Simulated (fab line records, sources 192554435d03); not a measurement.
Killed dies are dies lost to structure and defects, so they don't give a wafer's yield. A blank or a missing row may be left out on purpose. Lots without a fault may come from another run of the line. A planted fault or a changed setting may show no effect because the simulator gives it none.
Which tool did it? | flow n5_finfet | 6 lots, 18 wafers sampled, at 1 step of a route of 1938

WHAT THE GAUGES READ, wafer by wafer
N5_BEOL_M8_INSPECT_58: inspects for defects (darkfield).
lot  | measured     | on                | raw_defect_count
L484 | day 9 19:59  | defect_inspect-01 | 55 46 58
L485 | day 10 10:51 | defect_inspect-01 | 23 43 36
L487 | day 11 00:22 | defect_inspect-02 | 40 56 88
L494 | day 12 14:11 | defect_inspect-02 | 44 52 52
L493 | day 12 22:16 | defect_inspect-02 | 38 50 49
L503 | day 14 19:09 | defect_inspect-01 | 62 67 57

WHICH TOOL RAN EACH LOT (tool, then ch and the chambers of the sampled wafers, then the start)
The record holds no process step before these readings.

THE ANSWER, worked out from the rows above alone
Rule: what is usual is taken from the lots themselves. Put in order of their means at a reading, lots are off if they are a third of the lots or fewer, leave a main group of 4 or more, and stand apart from it by a gap of 3 or more times the standard deviation of the main group's means; of several such gaps the widest counts. A main group whose means are all the same, to the digits that the tables above print for the reading, isn't used. A lot without any number at a reading at which 4 lots or more have one is off too. The other lots that the step has rows for count as sound.
No lot is off at any reading shown: from this, nothing can be told.

WHAT THE SIMULATOR HAD PUT IN
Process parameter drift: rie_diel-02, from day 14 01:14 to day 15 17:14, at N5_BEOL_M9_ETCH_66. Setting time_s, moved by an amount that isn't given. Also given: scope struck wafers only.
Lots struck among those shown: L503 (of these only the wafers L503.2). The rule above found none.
